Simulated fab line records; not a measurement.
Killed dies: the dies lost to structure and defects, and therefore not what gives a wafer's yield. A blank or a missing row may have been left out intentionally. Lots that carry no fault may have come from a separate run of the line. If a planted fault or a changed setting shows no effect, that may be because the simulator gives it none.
What tool caused it? | flow n5Finfet | route of 1938 steps, sampled at 1 step: 8 lots, 22 wafers

== WHAT THE GAUGES SHOWED, per wafer ==
N5_BEOL_M4_RC_MEAS_101.
lot  | measured     | on        | DIBL_N (mV/V)
L897 | day 8 17:21  | prober-02 | 37.6 40.3 36.1
L898 | day 9 12:31  | prober-02 | 39.2 39.5
L904 | day 10 21:35 | prober-01 | 36.3 36.0 35.0
L907 | day 12 10:33 | prober-02 | 35.0 35.8
L914 | day 13 19:34 | prober-01 | 33.3 33.8 35.5
L917 | day 13 20:02 | prober-01 | 37.5 36.0 35.6
L916 | day 14 06:35 | prober-01 | 38.7 36.4 35.9
L919 | day 15 11:43 | prober-01 | 36.4 34.1 34.1

== TOOL THAT RAN EACH LOT (tool first, then ch and the chambers of the sampled wafers, then the start) ==
Record: no process step prior to these readings.

== THE ANSWER, worked out from the rows above alone ==
Rule: the usual values come from the lots themselves. The widest of any qualifying gaps counts: lots, ordered by their means at a reading, are off when they make up no more than a third of the lots, leave a main group of 4 or more, and stand apart from it by 3 or more times the standard deviation of that group's means. A main group is skipped when, at the precision printed for the reading in the tables above, its means are all equal. Also off: a lot with no number at a reading for which 4 or more lots have one. Any other lot the step has rows for is counted as sound.
No lot is off on any of the readings shown, so nothing can be concluded from this.

== WHAT THE SIMULATOR HAD INSERTED ==
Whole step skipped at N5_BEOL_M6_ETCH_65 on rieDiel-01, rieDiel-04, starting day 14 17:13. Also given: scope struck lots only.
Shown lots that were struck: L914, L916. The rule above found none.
